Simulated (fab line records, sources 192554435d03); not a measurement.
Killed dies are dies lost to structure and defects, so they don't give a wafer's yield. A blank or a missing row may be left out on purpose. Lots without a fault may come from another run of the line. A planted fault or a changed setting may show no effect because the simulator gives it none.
Chamber matching | flow n5_finfet | N5_BEOL_M9_PECVD_70 on pecvd-01: 3 sister chambers
The step deposits SiO2 from TEOS/O2, target thk 20 nm, time 22.7 s. 20 wafers are shown with their chamber, then 10 later ones without.

WAFERS WITH THEIR CHAMBER
wafer  | chamber | throttle_valve_pct (%) | showerhead_plenum_p_Torr (Torr) | heater_power_w (W)
L074.1 | 1       | 20.4                   | 8.79                            | 939
L074.2 | 2       | 21.1                   | 8.69                            | 619
L074.3 | 0       | 23.5                   | 8.74                            | 755
L074.4 | 2       | 21.3                   | 8.68                            | 629
L074.5 | 0       | 23.4                   | 8.74                            | 749
L074.6 | 1       | 20.0                   | 8.78                            | 926
L076.3 | 1       | 20.5                   | 8.76                            | 838
L076.5 | 1       | 20.4                   | 8.78                            | 830
L076.6 | 0       | 23.9                   | 8.77                            | 731
L090.1 | 1       | 20.4                   | 8.74                            | 768
L090.2 | 0       | 23.8                   | 8.72                            | 698
L090.3 | 2       | 21.7                   | 8.68                            | 685
L090.4 | 0       | 23.7                   | 8.74                            | 699
L090.5 | 2       | 21.6                   | 8.70                            | 683
L090.6 | 1       | 20.6                   | 8.77                            | 784
L093.2 | 2       | 21.5                   | 8.70                            | 668
L093.3 | 1       | 20.3                   | 8.77                            | 950
L093.5 | 1       | 20.2                   | 8.76                            | 972
L091.3 | 0       | 23.9                   | 8.73                            | 719
L091.5 | 2       | 21.3                   | 8.70                            | 603

SIGNATURES (means of the wafers above)
reading                  | chamber 0 | chamber 1 | chamber 2 | scatter within a chamber
throttle_valve_pct       | 23.700    | 20.350    | 21.417    | 0.204
showerhead_plenum_p_Torr | 8.7400    | 8.7687    | 8.6917    | 0.0145
heater_power_w           | 725.17    | 875.88    | 647.83    | 56.4
Rule: a wafer's distance from a chamber is the root of the sum, over the readings, of the square of ((its reading less the chamber's mean) divided by the reading's scatter). The wafer belongs to the nearest chamber; if the next one is less than 2 further off, it can't be placed. The scatter: the root of (the sum of the squares of (reading less its chamber's mean) over the shown wafers, divided by (wafers less chambers)).

WAFERS WITHOUT THEIR CHAMBER
wafer  | throttle_valve_pct (%) | showerhead_plenum_p_Torr (Torr) | heater_power_w (W)
L091.6 | 23.9                   | 8.75                            | 750
L095.1 | 24.1                   | 8.72                            | 714
L095.4 | 21.4                   | 8.68                            | 681
L095.5 | 20.6                   | 8.75                            | 949
L097.2 | 23.8                   | 8.76                            | 673
L097.3 | 21.5                   | 8.70                            | 602
L097.5 | 21.5                   | 8.70                            | 589
L096.1 | 21.6                   | 8.71                            | 687
L096.2 | 23.8                   | 8.75                            | 726
L096.5 | 21.5                   | 8.69                            | 687

WHICH CHAMBER EACH WENT THROUGH
wafer  | from the rows above | in truth
L091.6 | 0                   | 0
L095.1 | 0                   | 0
L095.4 | 2                   | 2
L095.5 | 1                   | 1
L097.2 | 0                   | 0
L097.3 | 2                   | 2
L097.5 | 2                   | 2
L096.1 | 2                   | 2
L096.2 | 0                   | 0
L096.5 | 2                   | 2
Placed correctly: 10 of 10. Can't be placed from these rows: 0. Placed wrongly: 0.
